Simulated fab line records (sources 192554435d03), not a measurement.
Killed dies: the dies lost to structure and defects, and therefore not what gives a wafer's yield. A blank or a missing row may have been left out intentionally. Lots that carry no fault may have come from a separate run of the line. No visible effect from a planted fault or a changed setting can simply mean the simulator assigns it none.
fab line records	flow n5-finfet
record lots=7	wafers=21
route steps=1938 shown BEOL_M13@1659 BEOL_M14@1743
start-h: the number of hours between the record's first day and the start of the first shown wafer of the lot	wait-h: hours since the lot's step before	" same as the row above	L1.1+2: a row that stands for several wafers	- no value, or no start given	* or withheld: withheld	< > ~ a bound
route shown NAME@n: NAME is a module with steps in the file, n the number in the route of the first one	usual: mean/standard deviation of fault-free wafers	same: alike in all rows	chamber/n: place in a boat	sites: readings site by site	_std_site: how widely they spread, as a standard deviation	_edge_site: inner sites' mean taken away from outer sites' mean	radius-mm: for every site, how far away it sits from the centre of the wafer	mask NAME#n: copy n	behind: the most recent tool/chamber to have shaped the wafer	hold: reason for holding the lot/hours on hold/outcome of the hold	device: the transistor (n, p or np) that didn't switch	end of line: tests of these same wafers at the route's end	a step without rows: its recipe alone	killed: count of dies lost to structure and defects at first sort (not the wafer's yield)	map: per-die view of a wafer (x killed, . not killed, _ where there is no die)
set.NAME: the setting the step ran with; set.NAME@STEP: the setting that earlier step ran with	model.NAME: the simulator's own value behind a step, which no gauge read
lots where settings were altered on purpose, with a table for each step and a row for each wafer
## steps
# step N5_BEOL_M13_ILD_DEP_00
# recipe material=SiOC	target-thk-a=8379.2	temp-c=350	precursor=DEMS/O2	pressure-torr=5	rf-w=500	time-s=166.4
lot.wafer	tool	chamber	start-h	wait-h	set.time-s	model.SiOC_of_BEOL_M13_ILD_DEP_00.thk-nm
L077.1	pecvd-03	0	280.03	0.0	166.4	836.2
L077.5	"	0	"	"	166.4	839
L077.6	"	1	"	"	166.4	852.6
L084.2	pecvd-03	0	323.92	0.0	166.4	830.4
L084.5	"	0	"	"	182.2	918
L084.6	"	1	"	"	182.2	919.4
L086.2	pecvd-02	1	342.04	0.0	166.4	846
L086.5	"	2	"	"	166.4	840.8
L086.6	"	1	"	"	166.4	851.6
L087.1	pecvd-02	0	342.49	0.0	166.4	829
L087.3	"	1	"	"	166.4	833.6
L087.4	"	2	"	"	173.4	876
L090.1	pecvd-03	2	360.08	0.0	166.4	836.8
L090.3	"	1	"	"	166.4	840
L090.4	"	0	"	"	181.3	919.4
L094.2	pecvd-04	2	373.06	0.0	166.4	840.8
L094.4	"	1	"	"	166.4	840
L094.5	"	2	"	"	166.4	849.8
L096.2	pecvd-03	1	401.07	0.0	166.4	836
L096.5	"	0	"	"	174.5	886.6
L096.6	"	1	"	"	174.5	896.4
# step N5_BEOL_M13_THK_MEAS_01
# recipe reads=SiOC_of_BEOL_M13_ILD_DEP_00
# usual M13_ILD_THK=841/10
lot.wafer	tool	chamber	start-h	wait-h	set.time-s@BEOL_M13_ILD_DEP_00	M13_ILD_THK[nm]
L077.1	film-metro-01	-	280.18	0.1	166.4	836
L077.5	"	-	"	"	166.4	839
L077.6	"	-	"	"	166.4	852
L084.2	film-metro-02	-	324.08	0.1	166.4	830
L084.5	"	-	"	"	182.2	918
L084.6	"	-	"	"	182.2	920
L086.2	film-metro-01	-	342.19	0.1	166.4	845
L086.5	"	-	"	"	166.4	840
L086.6	"	-	"	"	166.4	852
L087.1	film-metro-02	-	342.64	0.1	166.4	829
L087.3	"	-	"	"	166.4	833
L087.4	"	-	"	"	173.4	876
L090.1	film-metro-02	-	360.23	0.1	166.4	838
L090.3	"	-	"	"	166.4	840
L090.4	"	-	"	"	181.3	919
L094.2	film-metro-01	-	373.21	0.1	166.4	841
L094.4	"	-	"	"	166.4	840
L094.5	"	-	"	"	166.4	850
L096.2	film-metro-02	-	401.22	0.1	166.4	836
L096.5	"	-	"	"	174.5	886
L096.6	"	-	"	"	174.5	896
# step N5_BEOL_M13_COAT_04
# recipe spin-rpm=1625	resist-thk-nm=400
lot.wafer	tool	chamber	start-h	wait-h	set.spin-rpm	model.coat_of_BEOL_M13_COAT_04.thk-nm
L077.1	litho-track-02	0	-	-	1625	400.8
L077.5	"	0	"	"	1534	413.2
L077.6	"	0	"	"	1534	412.6
L084.2	litho-track-05	0	-	-	1625	400
L084.5	"	0	"	"	1625	399
L084.6	"	0	"	"	1556	408
L086.2	litho-track-05	0	-	-	1625	398
L086.5	"	0	"	"	1625	399
L086.6	"	0	"	"	1625	400
L087.1	litho-track-02	0	-	-	1625	400.2
L087.3	"	0	"	"	1747	385.8
L087.4	"	0	"	"	1747	387.4
L090.1	litho-track-03	0	-	-	1625	400.8
L090.3	"	0	"	"	1625	400.4
L090.4	"	0	"	"	1625	398.8
L094.2	litho-track-03	0	-	-	1451	424.4
L094.4	"	0	"	"	1625	399.6
L094.5	"	0	"	"	1451	423.8
L096.2	litho-track-05	0	-	-	1465	420.8
L096.5	"	0	"	"	1625	399.8
L096.6	"	0	"	"	1465	421.2
# step N5_BEOL_M13_EBR_06
# recipe solvent=PGMEA	ebr-width-mm=1.5
# step N5_BEOL_M13_SOFTBAKE_05
# recipe temp-c=130	time-s=60
# step N5_BEOL_M13_DESCUM_15
# recipe chemistry=O2	time-s=7.9	source-power-w=50	bias-power-w=20	pressure-mtorr=20	rf-frequency-hz=2.712e+07	temp-c=40	o2-flow-sccm=225
# step N5_BEOL_M13_ETCH_59
# recipe chemistry=N2/H2	target=BARC	target-depth-a=890	overetch-a=267	time-s=67.9	ion-energy-ev=200	pressure-mtorr=30	source-w=840	bias-w=150	n2-flow-sccm=200	h2-flow-sccm=200
lot.wafer	tool	chamber	start-h	wait-h	set.spin-rpm@BEOL_M13_COAT_04	model.coat_of_BEOL_M13_COAT_04.thk-nm
L077.1	rie-diel-05	2	281.03	0.0	1625	318
L077.5	"	2	"	"	1534	330.6
L077.6	"	1	"	"	1534	333.6
L084.2	rie-diel-04	3	325.10	0.0	1625	318.2
L084.5	"	1	"	"	1625	316.4
L084.6	"	0	"	"	1556	324.8
L086.2	rie-diel-04	1	342.74	0.0	1625	316
L086.5	"	0	"	"	1625	315.6
L086.6	"	3	"	"	1625	317.6
L087.1	rie-diel-02	0	343.07	0.0	1625	319
L087.3	"	2	"	"	1747	303.8
L087.4	"	3	"	"	1747	303.2
L090.1	rie-diel-04	2	360.78	0.0	1625	319.4
L090.3	"	0	"	"	1625	316.8
L090.4	"	1	"	"	1625	316.6
L094.2	rie-diel-05	1	373.64	0.0	1451	345.8
L094.4	"	0	"	"	1625	317.2
L094.5	"	1	"	"	1451	345.2
L096.2	rie-diel-04	1	401.65	0.0	1465	338.8
L096.5	"	0	"	"	1625	316.2
L096.6	"	3	"	"	1465	339.4
# step N5_BEOL_M13_VIA_ETCH_16
# recipe chemistry=C4F8/O2/Ar	target=SiOC	pressure-mtorr=30	source-w=3000	bias-w=700	Ar_flow_sccm=400	C4F8_flow_sccm=15	O2_flow_sccm=8	he-inner-torr=15	he-outer-torr=30	target-depth-a=9217	time-s=withheld	ion-energy-ev=250	ends=cleared
lot.wafer	tool	chamber	start-h	wait-h	set.time-s@BEOL_M13_ILD_DEP_00	set.spin-rpm@BEOL_M13_COAT_04	model.etch.depth-nm	model.coat_of_BEOL_M13_COAT_04.thk-nm
L077.1	rie-diel-05	2	281.08	0.0	*	1625	836.1	71.4
L077.5	"	2	"	"	*	1534	839	83.2
L077.6	"	1	"	"	*	1534	852.7	82
L084.2	rie-diel-04	3	325.15	0.0	*	1625	830.4	73.2
L084.5	"	1	"	"	*	1625	918.1	45.6
L084.6	"	0	"	"	*	1556	919.5	53.6
L086.2	rie-diel-04	1	342.79	0.0	*	1625	846.1	66.4
L086.5	"	0	"	"	*	1625	840.8	67.4
L086.6	"	3	"	"	*	1625	851.7	66.2
L087.1	rie-diel-02	0	343.12	0.0	*	1625	829	74.4
L087.3	"	2	"	"	*	1747	833.6	58
L087.4	"	3	"	"	*	1747	876	44.8
L090.1	rie-diel-04	2	360.83	0.0	*	1625	836.9	72.4
L090.3	"	0	"	"	*	1625	840	69
L090.4	"	1	"	"	*	1625	919.4	45.4
L094.2	rie-diel-05	1	373.69	0.0	*	1451	840.9	97.8
L094.4	"	0	"	"	*	1625	840.1	69.4
L094.5	"	1	"	"	*	1451	849.8	94.4
L096.2	rie-diel-04	1	401.70	0.0	*	1465	836	92.2
L096.5	"	0	"	"	*	1625	886.7	54.6
L096.6	"	3	"	"	*	1465	896.5	74.8
# step N5_BEOL_M13_STRIP_63
# recipe chemistry=N2/H2	power-w=1000	temp-c=250	h2-frac=0.65	overash-fraction=0.3	pressure-mtorr=1000	n2-flow-sccm=1750	h2-flow-sccm=3250
# usual strip-time-to-endpoint-s=27.5/1.1
lot.wafer	tool	chamber	start-h	wait-h	set.time-s@BEOL_M13_ILD_DEP_00	set.spin-rpm@BEOL_M13_COAT_04	strip-time-to-endpoint-s
L077.1	plasma-asher-02	0	281.32	-	166.4	1625	28.1
L077.5	"	1	"	"	166.4	1534	31.5
L077.6	"	0	"	"	166.4	1534	31.2
L084.2	plasma-asher-02	1	325.39	-	166.4	1625	28.6
L084.5	"	1	"	"	182.2	1625	20.3
L084.6	"	0	"	"	182.2	1556	22.7
L086.2	plasma-asher-01	1	343.03	-	166.4	1625	26.6
L086.5	"	1	"	"	166.4	1625	26.9
L086.6	"	0	"	"	166.4	1625	26.6
L087.1	plasma-asher-01	1	343.57	-	166.4	1625	28.9
L087.3	"	0	"	"	166.4	1747	24.1
L087.4	"	1	"	"	173.4	1747	20.0
L090.1	plasma-asher-01	1	361.07	-	166.4	1625	28.4
L090.3	"	0	"	"	166.4	1625	27.4
L090.4	"	1	"	"	181.3	1625	20.1
L094.2	plasma-asher-02	0	373.92	-	166.4	1451	35.6
L094.4	"	1	"	"	166.4	1625	27.5
L094.5	"	0	"	"	166.4	1451	34.7
L096.2	plasma-asher-02	0	401.94	-	166.4	1465	34.0
L096.5	"	0	"	"	174.5	1625	23.0
L096.6	"	1	"	"	174.5	1465	29.1
# step N5_BEOL_M13_STRIP_64
# recipe chemistry=N2/H2	power-w=1000	temp-c=250	h2-frac=0.65	overash-fraction=0.3	pressure-mtorr=withheld	n2-flow-sccm=1750	h2-flow-sccm=3250
# step N5_BEOL_M13_STRIP_71
# recipe chemistry=post-etch-residue-remover	time-s=60	temp-c=25	remover-ph=withheld	remover-water-wt-pct=withheld	remover-fluoride-wt-pct=withheld
# step N5_BEOL_M13_STRIP_37
# recipe chemistry=N2/H2	power-w=1000	temp-c=250	h2-frac=0.65	overash-fraction=0.3	pressure-mtorr=withheld	n2-flow-sccm=1750	h2-flow-sccm=3250
# step N5_BEOL_M13_ETCH_38
# recipe chemistry=CF4/N2	target=SiCN	target-depth-a=675	taper-deg=2	time-s=71.9	ion-energy-ev=150	mask-material=SiO2	pressure-mtorr=40	source-w=430	bias-w=70	Ar_flow_sccm=100	cf4-flow-sccm=60	n2-flow-sccm=60
lot.wafer	tool	chamber	start-h	wait-h	set.time-s@BEOL_M13_ILD_DEP_00	model.SiOC_of_BEOL_M13_ILD_DEP_00.thk-nm
L077.1	rie-diel-02	1	284.47	-	166.4	785.2
L077.5	"	2	"	"	166.4	790.2
L077.6	"	1	"	"	166.4	802.2
L084.2	rie-diel-05	0	327.54	-	166.4	781.2
L084.5	"	2	"	"	182.2	870.2
L084.6	"	1	"	"	182.2	873.6
L086.2	rie-diel-02	1	345.10	-	166.4	795.8
L086.5	"	3	"	"	166.4	791.4
L086.6	"	2	"	"	166.4	803.6
L087.1	rie-diel-05	3	345.67	-	166.4	781.2
L087.3	"	1	"	"	166.4	788.4
L087.4	"	2	"	"	173.4	828.6
L090.1	rie-diel-04	1	362.71	-	166.4	789
L090.3	"	0	"	"	166.4	791
L090.4	"	2	"	"	181.3	871.4
L094.2	rie-diel-02	2	377.58	-	166.4	792.2
L094.4	"	1	"	"	166.4	788.6
L094.5	"	3	"	"	166.4	799.4
L096.2	rie-diel-05	3	404.11	-	166.4	787.8
L096.5	"	3	"	"	174.5	838.6
L096.6	"	0	"	"	174.5	847.2
# step N5_BEOL_M14_PEB_26
# recipe peb-temp-c=130	peb-time-s=90
lot.wafer	tool	chamber	start-h	wait-h	set.peb-temp-c
L077.1+6	litho-track-01	0	287.69	0.1	130
L077.5	"	0	"	"	131.6
L084.2+5+6	litho-track-01	0	331.13	0.0	130
L086.2+5+6	litho-track-04	0	348.48	0.0	130
L087.1+4	litho-track-01	0	349.95	0.1	127.9
L087.3	"	0	"	"	130
L090.1	litho-track-04	0	366.60	0.1	133.5
L090.3+4	"	0	"	"	130
L094.2	litho-track-01	0	380.71	0.0	126.4
L094.4+5	"	0	"	"	130
L096.2+5	litho-track-05	0	407.44	0.0	130
L096.6	"	0	"	"	133.3
# step N5_BEOL_M14_DEVELOP_27
# recipe develop-time-s=45	rinse-liquid=diw	dry=air-spin	dev-temp-c=21
# step N5_BEOL_M14_HARDBAKE_32
# recipe temp-c=130	time-s=120
# step N5_BEOL_M14_CD_MEAS_28
# recipe target-cd-nm=284.4	landing-energy-ev=500	detector=se-inlens
# usual cd-nm=284.4/1.7
lot.wafer	tool	chamber	start-h	wait-h	set.peb-temp-c@BEOL_M14_PEB_26	cd-nm
L077.1	cd-sem-01	0	287.81	-	130	284.7
L077.5	"	0	"	"	131.6	289.9
L077.6	"	0	"	"	130	283.5
L084.2	cd-sem-03	0	331.25	-	130	285.1
L084.5	"	0	"	"	130	286.2
L084.6	"	0	"	"	130	287.2
L086.2	cd-sem-03	0	348.60	-	130	283.0
L086.5	"	0	"	"	130	286.7
L086.6	"	0	"	"	130	282.6
L087.1	cd-sem-03	0	350.07	-	127.9	273.7
L087.3	"	0	"	"	130	285.3
L087.4	"	0	"	"	127.9	274.9
L090.1	cd-sem-01	0	366.72	-	133.5	299.3
L090.3	"	0	"	"	130	285.4
L090.4	"	0	"	"	130	283.7
L094.2	cd-sem-01	0	380.83	-	126.4	263.0
L094.4	"	0	"	"	130	281.5
L094.5	"	0	"	"	130	283.1
L096.2	cd-sem-02	0	407.56	-	130	284.1
L096.5	"	0	"	"	130	285.5
L096.6	"	0	"	"	133.3	299.9
# step N5_BEOL_M14_DESCUM_33
# recipe chemistry=O2	time-s=7.9	source-power-w=50	bias-power-w=20	pressure-mtorr=20	rf-frequency-hz=2.712e+07	temp-c=40	o2-flow-sccm=225
lot.wafer	tool	chamber	start-h	wait-h	set.peb-temp-c@BEOL_M14_PEB_26	model.BEOL_M14.cd-nm
L077.1	rie-diel-06	2	287.90	0.0	130	284.2
L077.5	"	2	"	"	131.6	289.8
L077.6	"	1	"	"	130	283.4
L084.2	rie-diel-06	2	331.56	0.3	130	285.4
L084.5	"	3	"	"	130	285.8
L084.6	"	0	"	"	130	287.2
L086.2	rie-diel-06	3	348.93	0.3	130	283.2
L086.5	"	1	"	"	130	286.4
L086.6	"	0	"	"	130	282.4
L087.1	rie-diel-03	2	350.17	0.1	127.9	273.4
L087.3	"	1	"	"	130	285
L087.4	"	0	"	"	127.9	274.8
L090.1	rie-diel-06	0	367.14	0.4	133.5	299.4
L090.3	"	3	"	"	130	285.2
L090.4	"	2	"	"	130	283.8
L094.2	rie-diel-03	3	380.92	0.0	126.4	263.4
L094.4	"	1	"	"	130	281.4
L094.5	"	2	"	"	130	282.8
L096.2	rie-diel-03	0	407.69	0.1	130	284
L096.5	"	0	"	"	130	285.4
L096.6	"	1	"	"	133.3	299.4
# step N5_BEOL_M14_ETCH_67
# recipe chemistry=CF4	target=SiARC	target-depth-a=1430	time-s=238.3	ion-energy-ev=80	pressure-mtorr=40	source-w=545	bias-w=36	Ar_flow_sccm=100	cf4-flow-sccm=100	ends=cleared
# step N5_BEOL_M14_ETCH_68
# recipe chemistry=N2/H2	target=SOC	mask-material=SiARC	source-w=3000	bias-w=350	temp-c=40	time-s=450	ion-energy-ev=200	pressure-mtorr=30	n2-flow-sccm=200	h2-flow-sccm=200
lot.wafer	tool	chamber	start-h	wait-h	set.peb-temp-c@BEOL_M14_PEB_26	model.BEOL_M14.cd-nm
L077.1	rie-diel-06	2	288.08	0.1	130	279.4
L077.5	"	2	"	"	131.6	285.2
L077.6	"	1	"	"	130	276.8
L084.2	rie-diel-06	2	331.74	0.1	130	281
L084.5	"	3	"	"	130	280.6
L084.6	"	0	"	"	130	285.2
L086.2	rie-diel-06	3	349.11	0.1	130	280.2
L086.5	"	1	"	"	130	283.8
L086.6	"	0	"	"	130	281.2
L087.1	rie-diel-03	2	350.35	0.1	127.9	265.2
L087.3	"	1	"	"	130	279.2
L087.4	"	0	"	"	127.9	270
L090.1	rie-diel-06	0	367.32	0.1	133.5	296.2
L090.3	"	3	"	"	130	280.6
L090.4	"	2	"	"	130	281.4
L094.2	rie-diel-03	3	381.10	0.1	126.4	258.8
L094.4	"	1	"	"	130	277
L094.5	"	2	"	"	130	275.6
L096.2	rie-diel-03	0	407.87	0.1	130	278.8
L096.5	"	0	"	"	130	281
L096.6	"	1	"	"	133.3	295
## key
split step=N5_BEOL_M13_ILD_DEP_00	setting=time-s	stated=166.4	by=wafer
response step=N5_BEOL_M13_ILD_DEP_00	reading=model.SiOC_of_BEOL_M13_ILD_DEP_00.thk-nm	change=+9.55	per=1%	r=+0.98
response step=N5_BEOL_M13_THK_MEAS_01	reading=M13_ILD_THK	change=+9.53	per=1%	r=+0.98
response step=N5_BEOL_M13_VIA_ETCH_16	reading=model.etch.depth-nm	change=+9.55	per=1%	r=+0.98
response step=N5_BEOL_M13_ETCH_38	reading=model.SiOC_of_BEOL_M13_ILD_DEP_00.thk-nm	change=+9.65	per=1%	r=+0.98
response step=N5_BEOL_M13_VIA_ETCH_16	reading=model.coat_of_BEOL_M13_COAT_04.thk-nm	slope=-2.97	per=1%	together-with=spin-rpm@BEOL_M13_COAT_04	explained=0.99
response step=N5_BEOL_M13_STRIP_63	reading=strip-time-to-endpoint-s	slope=*	per=1%	together-with=spin-rpm@BEOL_M13_COAT_04	explained=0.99
split step=N5_BEOL_M13_COAT_04	setting=spin-rpm	stated=1625	by=wafer
response step=N5_BEOL_M13_COAT_04	reading=model.coat_of_BEOL_M13_COAT_04.thk-nm	change=-2.13	per=1%	r=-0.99
response step=N5_BEOL_M13_ETCH_59	reading=model.coat_of_BEOL_M13_COAT_04.thk-nm	change=-2.38	per=1%	r=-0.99
response step=N5_BEOL_M13_VIA_ETCH_16	reading=model.coat_of_BEOL_M13_COAT_04.thk-nm	slope=-2.28	per=1%	together-with=time-s@BEOL_M13_ILD_DEP_00	explained=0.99
response step=N5_BEOL_M13_STRIP_63	reading=strip-time-to-endpoint-s	slope=*	per=1%	together-with=time-s@BEOL_M13_ILD_DEP_00	explained=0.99
split step=N5_BEOL_M14_PEB_26	setting=peb-temp-c	stated=130	by=wafer
response step=N5_BEOL_M14_CD_MEAS_28	reading=cd-nm	change=+6.14	per=1%	r=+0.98
response step=N5_BEOL_M14_DESCUM_33	reading=model.BEOL_M14.cd-nm	change=+6.05	per=1%	r=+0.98
response step=N5_BEOL_M14_ETCH_68	reading=model.BEOL_M14.cd-nm	change=+6.09	per=1%	r=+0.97
